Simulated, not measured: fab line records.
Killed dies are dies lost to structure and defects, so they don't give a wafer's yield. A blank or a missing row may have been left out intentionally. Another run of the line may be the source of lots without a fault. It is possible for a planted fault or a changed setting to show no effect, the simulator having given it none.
Matching of chambers :: flow n5Finfet :: N5_DUMMY_GATE_ETCH_44 on rieSi-02: 4 sister chambers
The step etches poly-Si in HBr/O2, stops on SiO2, target depth 127.5 nm. 16 wafers are shown with their chamber, then 8 later ones without.

== EACH WAFER AND ITS CHAMBER ==
wafer: L074.1
chamber: 1
throttleValvePct (%): 18.45
drypumpMotorCurrentA (A): 5.5
oesProductAu (a.u.): 0.724

wafer: L074.2
chamber: 0
throttleValvePct (%): 18.34
drypumpMotorCurrentA (A): 6.4
oesProductAu (a.u.): 0.721

wafer: L074.6
chamber: 3
throttleValvePct (%): 18.10
drypumpMotorCurrentA (A): 6.0
oesProductAu (a.u.): 0.733

wafer: L075.1
chamber: 3
throttleValvePct (%): 18.09
drypumpMotorCurrentA (A): 5.9
oesProductAu (a.u.): 0.734

wafer: L075.4
chamber: 2
throttleValvePct (%): 18.75
drypumpMotorCurrentA (A): 5.6
oesProductAu (a.u.): 0.716

wafer: L075.5
chamber: 2
throttleValvePct (%): 18.75
drypumpMotorCurrentA (A): 5.6
oesProductAu (a.u.): 0.720

wafer: L077.2
chamber: 0
throttleValvePct (%): 18.36
drypumpMotorCurrentA (A): 6.3
oesProductAu (a.u.): 0.725

wafer: L077.5
chamber: 1
throttleValvePct (%): 18.47
drypumpMotorCurrentA (A): 5.5
oesProductAu (a.u.): 0.716

wafer: L077.6
chamber: 0
throttleValvePct (%): 18.37
drypumpMotorCurrentA (A): 6.3
oesProductAu (a.u.): 0.718

wafer: L078.3
chamber: 0
throttleValvePct (%): 18.36
drypumpMotorCurrentA (A): 6.4
oesProductAu (a.u.): 0.729

wafer: L078.5
chamber: 1
throttleValvePct (%): 18.45
drypumpMotorCurrentA (A): 5.5
oesProductAu (a.u.): 0.726

wafer: L078.6
chamber: 0
throttleValvePct (%): 18.37
drypumpMotorCurrentA (A): 6.3
oesProductAu (a.u.): 0.738

wafer: L084.2
chamber: 3
throttleValvePct (%): 18.09
drypumpMotorCurrentA (A): 6.0
oesProductAu (a.u.): 0.734

wafer: L084.3
chamber: 2
throttleValvePct (%): 18.77
drypumpMotorCurrentA (A): 5.5
oesProductAu (a.u.): 0.731

wafer: L084.6
chamber: 3
throttleValvePct (%): 18.09
drypumpMotorCurrentA (A): 6.0
oesProductAu (a.u.): 0.736

wafer: L083.2
chamber: 2
throttleValvePct (%): 18.76
drypumpMotorCurrentA (A): 5.5
oesProductAu (a.u.): 0.726

SIGNATURES (averages over the wafers above)
reading: throttleValvePct
chamber 0: 18.3600
chamber 1: 18.4567
chamber 2: 18.7575
chamber 3: 18.0925
scatter within a chamber: 0.0101

reading: drypumpMotorCurrentA
chamber 0: 6.340
chamber 1: 5.500
chamber 2: 5.550
chamber 3: 5.975
scatter within a chamber: 0.0496

reading: oesProductAu
chamber 0: 0.72620
chamber 1: 0.72200
chamber 2: 0.72325
chamber 3: 0.73425
scatter within a chamber: 0.00602
Rule: for each reading, subtract the chamber's mean from the wafer's reading, divide by that reading's scatter and square the result; add these up over the readings and take the root, which gives the wafer's distance from the chamber. The wafer belongs to the nearest chamber; if the next one is less than 2 further off, it can't be placed. The scatter is the square root of a quotient: the sum, over the shown wafers, of each reading's squared deviation from its chamber's mean, divided by wafers minus chambers.

== WAFERS WHOSE CHAMBER IS MISSING ==
wafer: L083.5
throttleValvePct (%): 18.34
drypumpMotorCurrentA (A): 6.3
oesProductAu (a.u.): 0.746

wafer: L083.6
throttleValvePct (%): 18.10
drypumpMotorCurrentA (A): 5.9
oesProductAu (a.u.): 0.740

wafer: L091.2
throttleValvePct (%): 18.35
drypumpMotorCurrentA (A): 6.3
oesProductAu (a.u.): 0.740

wafer: L091.4
throttleValvePct (%): 18.75
drypumpMotorCurrentA (A): 5.5
oesProductAu (a.u.): 0.721

wafer: L091.5
throttleValvePct (%): 18.09
drypumpMotorCurrentA (A): 5.9
oesProductAu (a.u.): 0.731

wafer: L094.2
throttleValvePct (%): 18.35
drypumpMotorCurrentA (A): 6.3
oesProductAu (a.u.): 0.723

wafer: L094.3
throttleValvePct (%): 18.75
drypumpMotorCurrentA (A): 5.5
oesProductAu (a.u.): 0.720

wafer: L094.5
throttleValvePct (%): 18.11
drypumpMotorCurrentA (A): 5.9
oesProductAu (a.u.): 0.739

== CHAMBER TAKEN BY EACH ==
wafer: L083.5
from the rows above: 0
in truth: 0

wafer: L083.6
from the rows above: 3
in truth: 3

wafer: L091.2
from the rows above: 0
in truth: 0

wafer: L091.4
from the rows above: 2
in truth: 2

wafer: L091.5
from the rows above: 3
in truth: 3

wafer: L094.2
from the rows above: 0
in truth: 0

wafer: L094.3
from the rows above: 2
in truth: 2

wafer: L094.5
from the rows above: 3
in truth: 3
Correct placement for 8 of the 8. Can't be placed from these rows: 0. Placed wrongly: 0.
